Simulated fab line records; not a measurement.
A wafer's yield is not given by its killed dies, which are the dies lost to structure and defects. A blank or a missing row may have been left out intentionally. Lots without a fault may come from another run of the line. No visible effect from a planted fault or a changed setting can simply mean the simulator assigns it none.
Chamber matching || flow n5-finfet || N5_HKMG_FIN_ETCH_55 on rie-diel-05 has 4 sister chambers
The step etches SOC in N2/H2, target depth 240 nm, time 300 s. 4 wafers are shown with their chamber, then 7 later ones without.

## WAFERS PAIRED WITH THEIR CHAMBERS
{"wafer": "L083.2", "chamber": 1, "drypump-motor-current-A (A)": 5.5}
{"wafer": "L083.5", "chamber": 3, "drypump-motor-current-A (A)": 5.8}
{"wafer": "L084.1", "chamber": 2, "drypump-motor-current-A (A)": 5.9}
{"wafer": "L084.5", "chamber": 0, "drypump-motor-current-A (A)": 4.9}

## WAFERS WITHOUT THEIR CHAMBER
{"wafer": "L084.6", "drypump-motor-current-A (A)": 5.5}
{"wafer": "L085.2", "drypump-motor-current-A (A)": 5.5}
{"wafer": "L085.4", "drypump-motor-current-A (A)": 5.7}
{"wafer": "L085.6", "drypump-motor-current-A (A)": 4.9}
{"wafer": "L087.1", "drypump-motor-current-A (A)": 5.9}
{"wafer": "L087.2", "drypump-motor-current-A (A)": 5.7}
{"wafer": "L087.6", "drypump-motor-current-A (A)": 5.5}

## THE CHAMBER EACH PASSED THROUGH
{"wafer": "L084.6", "from the rows above": 1, "in truth": 1}
{"wafer": "L085.2", "from the rows above": 1, "in truth": 1}
{"wafer": "L085.4", "from the rows above": "can't be placed: 3 or 1 or 2", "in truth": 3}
{"wafer": "L085.6", "from the rows above": 0, "in truth": 0}
{"wafer": "L087.1", "from the rows above": "can't be placed: 2 or 3", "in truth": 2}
{"wafer": "L087.2", "from the rows above": "can't be placed: 3 or 1 or 2", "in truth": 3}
{"wafer": "L087.6", "from the rows above": 1, "in truth": 1}
Correct placement for 4 of the 7. Not placeable from these rows: 3 (in 3, the candidates include the true chamber). 0 placed wrongly.
How it was worked out, from the rows above alone: a wafer's distance from a chamber is the root of the sum, over the readings, of the square of ((its reading less the chamber's mean) divided by the reading's scatter). If the next closest chamber is less than 2 further off than the closest, the wafer can't be placed; otherwise it belongs to the closest. A chamber's mean is the mean of its shown wafers. The scatter (one wafer shown for each chamber): square how far every hidden wafer sits from the nearest shown wafer, average those squares and take the square root.
